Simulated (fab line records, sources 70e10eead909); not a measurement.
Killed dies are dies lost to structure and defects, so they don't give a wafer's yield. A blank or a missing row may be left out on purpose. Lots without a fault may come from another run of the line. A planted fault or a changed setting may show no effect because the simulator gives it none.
fab line records | flow nand_harc | part 1 of 2: steps 1 to 14 of 15
record lots=7 wafers=21 last_day=24
route steps=1159 shown A_CONTACT@891 END@1159
lots that met no fault: from a run of the same line without faults
start_h: hours from the record's first day to the start of the lot's first wafer shown | wait_h: hours since the lot's step before | " the same as in the row above | L1.1+2: a row that stands for several wafers | - no value, or no start given | * or withheld: withheld | < > ~ a bound
route shown NAME@n: a module of which the file shows steps, and the number in the route of the first | usual: mean/standard deviation of fault-free wafers | same: alike in all rows | chamber/n: place in a boat | sites: the reading at each site | _std_site: their standard deviation | _edge_site: outer sites' mean less inner sites' | radius_mm: how far each site lies from the wafer's centre | mask NAME#n: copy n | behind: the tool/chamber that last shaped the wafer | hold: why the lot was held/for how many hours/how that ended | device: the transistor (n, p or np) that didn't switch | end of line: the same wafers' tests at the end of the route | a step without rows: its recipe alone | killed: dies lost to structure and defects at the first sort, not the wafer's yield | map: a wafer's dies, x killed, . not, _ none there
set.NAME: the setting as run; set.NAME@STEP: as run at that earlier step | model.NAME: the simulator's own value behind a step, which no gauge read
lots at some steps of the route; a table a step, a row a wafer
services: from which hour (start_h, from the record's first day; less than 0 if before it) a tool's chamber was out of use, for how many hours, and why
## steps
# step NHARC_A_CONTACT_SOFTBAKE_64
# recipe temp_c=105 time_s=55
# step NHARC_A_CONTACT_EBR_65
# step NHARC_A_CONTACT_EXPOSE_66
# recipe na=1.35 sigma_outer=0.8 dose_mj=59.02 mask_id=A_CC_2
# step NHARC_A_CONTACT_PEB_67
# recipe peb_temp_c=100 peb_time_s=65
# step NHARC_A_CONTACT_DEVELOP_68
# recipe develop_time_s=35 dev_temp_c=23
# step NHARC_A_CONTACT_CD_MEAS_69
# recipe target_cd_nm=200 landing_energy_ev=500
# usual cd_nm=200.0/0.53
# columns lot.wafer tool chamber start_h wait_h cd_nm
L396.1 cd_sem-02 0 382.84 - 199.0
L396.4 " 0 " " 199.1
L396.5 " 0 " " 200.0
L405.1 cd_sem-02 0 435.32 - 200.3
L405.5 " 0 " " 200.8
L405.6 " 0 " " 199.9
L408.1 cd_sem-02 0 444.07 - 199.8
L408.3 " 0 " " 199.8
L408.4 " 0 " " 200.7
L407.2 cd_sem-02 0 445.67 - 200.0
L407.4 " 0 " " 200.0
L407.5 " 0 " " 200.4
L406.2 cd_sem-02 0 451.70 - 199.6
L406.5 " 0 " " 199.3
L406.6 " 0 " " 199.7
L412.1 cd_sem-01 0 488.22 - 200.1
L412.4 " 0 " " 199.7
L412.5 " 0 " " 200.7
L416.1 cd_sem-02 0 506.79 - 199.9
L416.2 " 0 " " 201.0
L416.4 " 0 " " 199.4
# step NHARC_A_CONTACT_OVL_MEAS_70
# usual overlay_x_nm=-0.1/0.99 overlay_y_nm=-0.1/1.1
# columns lot.wafer tool chamber start_h wait_h overlay_x_nm overlay_y_nm
L396.1 overlay-01 - 382.93 - 0.7 0.8
L396.4 " - " " 0.8 0.6
L396.5 " - " " 1.0 1.3
L405.1 overlay-01 - 435.41 - -0.2 -0.8
L405.5 " - " " -0.5 -1.4
L405.6 " - " " 0.2 -1.1
L408.1 overlay-01 - 444.16 - 0.0 -1.2
L408.3 " - " " -0.1 -0.7
L408.4 " - " " 0.5 -0.4
L407.2 overlay-02 - 445.76 - 0.0 1.1
L407.4 " - " " -0.3 0.6
L407.5 " - " " 0.0 1.4
L406.2 overlay-01 - 451.78 - -2.4 -0.2
L406.5 " - " " -1.6 -0.4
L406.6 " - " " -1.3 -0.1
L412.1 overlay-01 - 488.31 - 0.9 -1.0
L412.4 " - " " 1.3 -2.2
L412.5 " - " " 0.1 -1.3
L416.1 overlay-02 - 506.89 - 0.4 1.0
L416.2 " - " " -0.2 1.1
L416.4 " - " " 0.7 1.9
# step NHARC_A_CONTACT_INSPECT_71
# usual raw_defect_count=24/12
# columns lot.wafer tool chamber start_h wait_h raw_defect_count
L396.1 defect_inspect-01 - 382.97 0.0 23
L396.4 " - " " 20
L396.5 " - " " 16
L405.1 defect_inspect-02 - 435.45 0.0 8
L405.5 " - " " 10
L405.6 " - " " 12
L408.1 defect_inspect-01 - 444.20 0.0 10
L408.3 " - " " 7
L408.4 " - " " 13
L407.2 defect_inspect-02 - 445.79 0.0 37
L407.4 " - " " 42
L407.5 " - " " 40
L406.2 defect_inspect-02 - 451.82 0.0 22
L406.5 " - " " 22
L406.6 " - " " 27
L412.1 defect_inspect-01 - 488.35 0.0 27
L412.4 " - " " 29
L412.5 " - " " 26
L416.1 defect_inspect-02 - 506.93 0.0 19
L416.2 " - " " 13
L416.4 " - " " 12
# step NHARC_A_CONTACT_DESCUM_74
# recipe time_s=3 o2_flow_sccm=200 ar_flow_sccm=0 bias_power_w=0 chemistry=O2
# usual drypump_motor_current_A=5.4/0.39 mfc_ar_sccm=0.010/0.012 oes_product_au=1.001/0.011 rf_vpp_V=57.9/0.91 showerhead_plenum_p_Torr=1.96/0.068 throttle_valve_pct=11.312/0.0099
# same bias_power_w=0
# columns lot.wafer tool chamber start_h wait_h drypump_motor_current_A mfc_ar_sccm oes_product_au rf_hours_counter_h rf_vpp_V showerhead_plenum_p_Torr throttle_valve_pct
L396.1 rie_diel-07 2 383.03 0.1 5.4 0.011 1.006 26 57.9 1.96 11.304
L396.5 " 2 " " 5.4 0.011 1.009 - 56.2 1.96 11.296
L396.4 " 0 " " 5.0 0 1.015 - 56.1 1.95 11.321
L405.1 rie_diel-07 0 435.54 0.1 5.1 0 1.023 5 58.7 1.95 11.304
L405.6 " 1 " " 5.5 0.017 1.012 - 57.7 2.02 11.311
L405.5 " 2 " " 5.4 0.011 0.996 - 57.6 1.95 11.310
L408.3 rie_diel-03 2 444.33 0.1 4.7 0 1.014 17 57.7 1.97 11.313
L408.4 " 0 " " 5.5 0.016 1.004 17 57.8 1.87 11.321
L408.1 " 1 " " 6.3 0.008 1.003 18 58.4 1.94 11.321
L407.2 rie_diel-07 3 445.85 0.1 5.6 0.011 1.007 8 58.0 2.02 11.305
L407.4 " 0 " " 5.1 0 1.015 8 56.8 1.95 11.303
L407.5 " 3 " " 5.6 0.011 0.999 - 59.4 2.02 11.294
L406.2 rie_diel-03 3 451.89 0.1 5.5 0.044 0.994 18 59.2 2.05 11.315
L406.6 " 3 " " 5.5 0.044 0.994 - 57.9 2.05 11.319
L406.5 " 0 " " 5.5 0.016 1.007 - 57.5 1.87 11.312
L412.1 rie_diel-03 2 488.43 0.1 4.7 0 1.005 33 57.3 1.96 11.297
L412.4 " 3 " " 5.5 0.044 0.984 - 59.0 2.05 11.315
L412.5 " 2 " " 4.7 0 1.005 - 58.9 1.96 11.321
L416.2 rie_diel-07 3 507.07 0.1 5.6 0.011 0.997 19 58.7 2.02 11.312
L416.1 " 0 " " 5.1 0 1.011 20 57.5 1.94 11.310
L416.4 " 1 " " 5.5 0.017 1.002 20 59.1 2.02 11.309
# step NHARC_A_CONTACT_ETCH_75
# recipe target_depth_a=390 over_etch_frac=0.3 time_s=65 ion_energy_ev=80 cf4_flow_sccm=150 ar_flow_sccm=0 rf_w=300 bias_w=100 chemistry=CF4
# usual bias_w=100.0/0.31 cf4_flow_sccm=150.1/0.48 drypump_motor_current_A=5.4/0.42 mfc_ar_sccm=0.010/0.011 oes_product_au=1.002/0.011 rf_vpp_V=151.7/1.1 showerhead_plenum_p_Torr=1.81/0.057 throttle_valve_pct=13.284/0.0093
# columns lot.wafer tool chamber start_h wait_h bias_w cf4_flow_sccm drypump_motor_current_A mfc_ar_sccm oes_product_au rf_hours_counter_h rf_vpp_V showerhead_plenum_p_Torr throttle_valve_pct
L396.1 rie_diel-07 3 383.15 0.1 100.0 149.7 5.6 0.011 0.991 27 153.4 1.87 13.284
L396.5 " 2 " " 99.7 150.8 5.4 0.011 1.007 - 152.0 1.81 13.286
L396.4 " 3 " " 100.0 149.8 5.6 0.011 0.986 - 151.6 1.87 13.297
L405.1 rie_diel-07 3 435.59 0.1 100.2 150.9 5.6 0.011 0.999 5 151.2 1.86 13.292
L405.5 " 3 " " 100.0 150.4 5.6 0.011 0.985 - 152.4 1.86 13.278
L405.6 " 0 " " 100.2 150.0 5.0 0 1.005 - 153.4 1.80 13.287
L408.1 rie_diel-03 2 444.42 0.1 99.9 150.5 4.7 0 1.011 17 151.8 1.81 13.279
L408.4 " 0 " " 100.2 150.2 5.5 0.016 1.004 17 149.2 1.73 13.270
L408.3 " 1 " " 100.5 149.9 6.3 0.008 1.009 18 150.4 1.79 13.284
L407.2 rie_diel-07 3 445.95 0.1 99.7 150.2 5.6 0.011 0.993 8 152.0 1.86 13.298
L407.4 " 1 " " 100.3 149.5 5.5 0.017 1.011 8 152.3 1.86 13.289
L407.5 " 2 " " 99.6 150.2 5.4 0.011 0.986 - 150.7 1.80 13.286
L406.2 rie_diel-03 1 452.03 0.1 99.8 150.7 6.3 0.008 1.009 21 151.3 1.79 13.277
L406.5 " 1 " " 99.8 149.6 6.3 0.008 1.007 - 151.5 1.79 13.275
L406.6 " 2 " " 100.2 149.6 4.7 0 1.012 - 151.7 1.81 13.291
L412.1 rie_diel-03 2 488.51 0.1 99.7 149.6 4.7 0 0.998 33 152.7 1.81 13.289
L412.4 " 2 " " 99.7 149.1 4.7 0 1.002 - 151.2 1.81 13.289
L412.5 " 3 " " 100.4 149.7 5.5 0.044 0.996 - 153.1 1.88 13.293
L416.1 rie_diel-07 3 507.57 0.5 99.5 150.0 5.6 0.011 0.996 19 153.5 1.86 13.280
L416.2 " 0 " " 100.6 149.6 5.1 0 1.017 20 151.4 1.79 13.284
L416.4 " 1 " " 100.1 149.3 5.5 0.017 1.009 21 151.7 1.86 13.286
# step NHARC_A_CONTACT_ETCH_76
# recipe target_depth_a=2600 over_etch_frac=0.3 time_s=475.3 ion_energy_ev=200 n2_flow_sccm=150 h2_flow_sccm=150 ar_flow_sccm=0 rf_w=400 bias_w=150 chemistry=N2/H2
# usual bias_w=150.1/0.48 chamber_pressure_mTorr=30.003/0.025 drypump_motor_current_A=5.5/0.39 mfc_ar_sccm=0.010/0.011 n2_flow_sccm=150.0/0.48 oes_product_au=1.000/0.01 rf_vpp_V=432.0/2.2 showerhead_plenum_p_Torr=2.09/0.076 throttle_valve_pct=14.172/0.0088
# columns lot.wafer tool chamber start_h wait_h bias_w chamber_pressure_mTorr drypump_motor_current_A mfc_ar_sccm n2_flow_sccm oes_product_au rf_hours_counter_h rf_vpp_V showerhead_plenum_p_Torr throttle_valve_pct
L396.1 rie_diel-07 3 - - 150.2 29.983 5.6 0.011 150.4 0.987 27 434.6 2.17 14.170
L396.4 " 3 " " 150.0 30.041 5.6 0.011 150.4 0.982 - 433.6 2.17 14.179
L396.5 " 0 " " 150.1 30.008 5.1 0 149.4 1.004 - 430.7 2.08 14.170
L405.1 rie_diel-07 3 - - 149.8 30.021 5.6 0.011 150.4 0.986 5 433.8 2.16 14.171
L405.5 " 2 " " 150.7 29.991 5.5 0.011 150.0 0.979 - 432.8 2.08 14.162
L405.6 " 3 " " 149.8 29.979 5.6 0.011 151.1 0.993 - 435.2 2.16 14.163
L408.3 rie_diel-03 3 - - 150.4 29.979 5.4 0.044 150.2 1.006 16 433.5 2.19 14.167
L408.4 " 0 " " 150.4 30.017 5.5 0.016 149.5 1.008 17 430.0 1.99 14.179
L408.1 " 2 " " 150.4 29.986 4.7 0 150.2 1.009 17 432.0 2.10 14.162
L407.4 rie_diel-07 1 - - 149.9 29.975 5.5 0.017 150.0 1.005 8 434.0 2.16 14.171
L407.2 " 0 " " 149.3 30.026 5.0 0 149.3 1.010 8 432.0 2.08 14.157
L407.5 " 2 " " 150.3 30.018 5.5 0.011 150.1 0.983 - 432.0 2.08 14.178
L406.2 rie_diel-03 2 - - 149.2 29.997 4.7 0 150.2 1.017 20 432.4 2.10 14.164
L406.5 " 1 " " 150.1 30.020 6.3 0.008 149.8 1.005 - 431.8 2.07 14.188
L406.6 " 2 " " 149.6 29.995 4.7 0 149.2 1.015 - 431.6 2.10 14.168
L412.1 rie_diel-03 2 - - 150.6 29.962 4.7 0 150.0 1.003 33 430.8 2.09 14.164
L412.5 " 3 " " 150.3 29.987 5.5 0.044 150.8 0.995 - 435.5 2.18 14.176
L412.4 " 1 " " 149.2 30.025 6.3 0.008 150.3 0.998 - 431.6 2.06 14.155
L416.4 rie_diel-07 1 - - 150.2 30.004 5.5 0.017 149.9 0.995 22 433.4 2.15 14.166
L416.2 " 2 " " 149.3 30.005 5.4 0.011 149.1 0.991 21 432.8 2.08 14.145
L416.1 " 0 " " 149.8 29.989 5.1 0 150.3 1.003 21 431.0 2.07 14.191
# step NHARC_A_CONTACT_ETCH_77
# recipe target_depth_a=726 time_s=36.3 cf4_flow_sccm=100 chf3_flow_sccm=30 ar_flow_sccm=0 rf_w=500 bias_w=200 chemistry=CF4/CHF3
# usual bias_w=200.0/0.61 cf4_flow_sccm=100.0/0.32 drypump_motor_current_A=5.4/0.4 mfc_ar_sccm=0.011/0.012 oes_product_au=0.938/0.022 rf_vpp_V=371.8/2 showerhead_plenum_p_Torr=1.61/0.054 throttle_valve_pct=16.802/0.01
# columns lot.wafer tool chamber start_h wait_h bias_w cf4_flow_sccm drypump_motor_current_A mfc_ar_sccm oes_product_au rf_hours_counter_h rf_vpp_V showerhead_plenum_p_Torr throttle_valve_pct
L396.1 rie_diel-07 0 - - 198.2 99.6 5.1 0 0.923 27 371.9 1.60 16.801
L396.5 " 3 " " 200.5 100.4 5.5 0.011 0.906 - 373.3 1.66 16.810
L396.4 " 0 " " 199.0 99.6 5.1 0 0.908 - 371.7 1.60 16.788
L405.1 rie_diel-07 1 - - 199.9 100.0 5.5 0.017 0.929 5 374.5 1.66 16.798
L405.6 " 3 " " 200.4 100.4 5.6 0.011 0.914 - 373.2 1.66 16.812
L405.5 " 0 " " 199.3 99.8 5.1 0 0.942 - 372.4 1.60 16.811
L408.1 rie_diel-03 3 - - 199.6 100.3 5.5 0.044 0.938 16 373.7 1.68 16.805
L408.3 " 0 " " 199.3 99.6 5.5 0.016 0.962 17 370.7 1.54 16.821
L408.4 " 1 " " 199.7 100.7 6.3 0.008 0.970 19 371.3 1.60 16.802
L407.4 rie_diel-07 0 - - 200.0 100.3 5.0 0 0.992 8 371.4 1.60 16.796
L407.2 " 1 " " 199.3 100.5 5.5 0.017 1.004 8 373.4 1.66 16.795
L407.5 " 1 " " 199.2 100.4 5.5 0.017 1.007 - 373.0 1.66 16.803
L406.2 rie_diel-03 2 - - 199.0 100.2 4.7 0 0.938 20 373.8 1.61 16.813
L406.5 " 1 " " 200.7 100.0 6.3 0.008 0.930 - 370.8 1.59 16.788
L406.6 " 2 " " 200.2 100.1 4.7 0 0.942 - 372.6 1.61 16.797
L412.1 rie_diel-03 3 - - 198.8 99.0 5.5 0.044 0.905 32 373.1 1.68 16.807
L412.4 " 2 " " 200.3 99.7 4.7 0 0.943 - 372.4 1.61 16.801
L412.5 " 3 " " 198.8 100.2 5.5 0.044 0.919 - 374.9 1.68 16.818
L416.2 rie_diel-07 0 - - 200.5 100.0 5.1 0 0.940 21 372.3 1.60 16.809
L416.4 " 1 " " 200.7 100.3 5.5 0.017 0.935 22 372.5 1.65 16.775
L416.1 " 3 " " 199.6 99.5 5.5 0.011 0.918 20 373.9 1.66 16.782
# step NHARC_A_CONTACT_ETCH_78
# recipe target_depth_a=28000 over_etch_frac=0.3 time_s=728 ion_energy_ev=150 o2_flow_sccm=400 cos_flow_sccm=20 ar_flow_sccm=0 rf_w=500 bias_w=300 chemistry=O2/COS
# usual bias_w=300.2/0.9 chamber_pressure_mTorr=19.999/0.019 drypump_motor_current_A=5.5/0.41 mfc_ar_sccm=0.010/0.012 oes_product_au=1.001/0.01 rf_vpp_V=315.3/1.7 showerhead_plenum_p_Torr=3.20/0.1 throttle_valve_pct=28.331/0.0084
# columns lot.wafer tool chamber start_h wait_h bias_w chamber_pressure_mTorr drypump_motor_current_A mfc_ar_sccm oes_product_au rf_hours_counter_h rf_vpp_V showerhead_plenum_p_Torr throttle_valve_pct
L396.1 rie_diel-07 3 383.88 - 300.1 20.010 5.6 0.011 0.984 28 318.6 3.30 28.326
L396.4 " 0 " " 300.5 20.003 5.1 0 1.002 - 315.7 3.18 28.343
L396.5 " 3 " " 300.8 20.029 5.6 0.011 1.001 - 315.8 3.30 28.330
L405.1 rie_diel-07 3 436.20 - 300.7 19.997 5.6 0.011 1.000 5 316.9 3.29 28.318
L405.5 " 2 " " 301.0 19.988 5.5 0.011 0.993 - 314.9 3.18 28.333
L405.6 " 3 " " 300.7 19.982 5.6 0.011 0.991 - 316.5 3.29 28.331
L408.4 rie_diel-03 0 445.15 - - - - - - - - - -
L408.1 " 1 " " - - - - - - - - -
L408.3 " 2 " " - - - - - - - - -
L407.4 rie_diel-07 0 446.50 - - - - - - - - - -
L407.2 " 2 " " - - - - - - - - -
L407.5 " 0 " " - - - - - - - - -
L406.2 rie_diel-03 3 452.55 - - - - - - - - - -
L406.6 " 3 " " - - - - - - - - -
L406.5 " 0 " " - - - - - - - - -
L412.1 rie_diel-03 3 489.11 - 299.0 20.016 5.5 0.044 0.982 32 316.6 3.33 28.326
L412.4 " 3 " " 299.4 20.019 5.5 0.044 0.985 - 317.7 3.33 28.318
L412.5 " 1 " " 298.9 20.018 6.3 0.008 0.994 - 315.5 3.16 28.330
L416.4 rie_diel-07 1 508.59 - 300.7 19.985 5.5 0.017 1.011 22 315.6 3.28 28.323
L416.2 " 2 " " 297.9 20.022 5.5 0.011 0.978 21 314.7 3.18 28.333
L416.1 " 3 " " 300.8 20.013 5.5 0.011 0.982 20 316.1 3.29 28.333
# step NHARC_A_CONTACT_ETCH_124
# recipe source_w=withheld pressure_mtorr=20 bias_v=withheld time_s=140 target_depth_a=7000 ar_flow_sccm=withheld c4f8_flow_sccm=withheld o2_flow_sccm=withheld chemistry=C4F8/O2/Ar
# usual chamber_pressure_mTorr=19.999/0.019 oes_air_line_au=0.999/0.02
# columns lot.wafer tool chamber start_h wait_h chamber_pressure_mTorr oes_air_line_au rf_hours_counter_h
L396.1 har_cap_etch-03 1 384.37 - 19.995 0.999 83
L396.4 " 0 " " 19.982 0.984 -
L396.5 " 0 " " 19.989 1.020 -
L405.1 har_cap_etch-01 0 436.71 - 19.993 0.967 67
L405.6 " 1 " " 19.999 0.996 -
L405.5 " 0 " " 19.982 1.007 -
L408.1 har_cap_etch-01 1 445.70 - 19.991 1.016 69
L408.3 " 0 " " 19.991 0.953 -
L408.4 " 1 " " 20.013 0.992 -
L407.2 har_cap_etch-02 0 446.97 - 20.016 1.018 26
L407.4 " 0 " " 19.961 0.994 -
L407.5 " 1 " " 20.023 1.010 -
L406.2 har_cap_etch-02 0 453.11 - 20.000 1.012 28
L406.6 " 1 " " 19.956 1.051 -
L406.5 " 0 " " 19.986 1.004 -
L412.1 har_cap_etch-02 0 489.73 - 19.979 1.023 34
L412.4 " 0 " " 19.998 1.013 -
L412.5 " 0 " " 20.004 1.027 -
L416.1 har_cap_etch-01 0 509.06 - 20.006 0.997 80
L416.2 " 1 " " 20.002 0.977 80
L416.4 " 0 " " 19.995 0.948 -
## key
first_sign step=NHARC_A_CONTACT_ETCH_78 reading=tool_record direction=missing
effect step=NHARC_END_SORT_01 reading=killed_dies direction=up sigmas=73 usual=26 struck=677
more_kills_born_at NHARC_A_CONTACT_ETCH_78@rie_diel-03=3937 NHARC_A_CONTACT_ETCH_78@rie_diel-07=1922
met_at NHARC_A_CONTACT_ETCH_78
struck_wafers L406.2,L406.5,L406.6,L407.2,L407.4,L407.5,L408.1,L408.3,L408.4
later_rows_left_out L406.2,L406.5,L406.6,L407.2,L407.4,L407.5,L408.1,L408.3,L408.4
tester_left_out L406,L407,L408
onset_between 436.20 445.15
fault kind=skipped_step_whole tool=rie_diel-03,rie_diel-07 chamber=- onset_h=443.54 steps=NHARC_A_CONTACT_ETCH_78 scope=struck_lots_only
# tester_left_out: of these lots the tester's yield and bins aren't shown, on N5 and GAA mostly nor the transistor test; their killed dies are dies lost to structure and defects alone, not to doping, threshold or leakage, so they don't give the yield
# later_rows_left_out: the simulator's readings of these wafers behind a module that went badly wrong aren't trusted and aren't shown, but for the sort
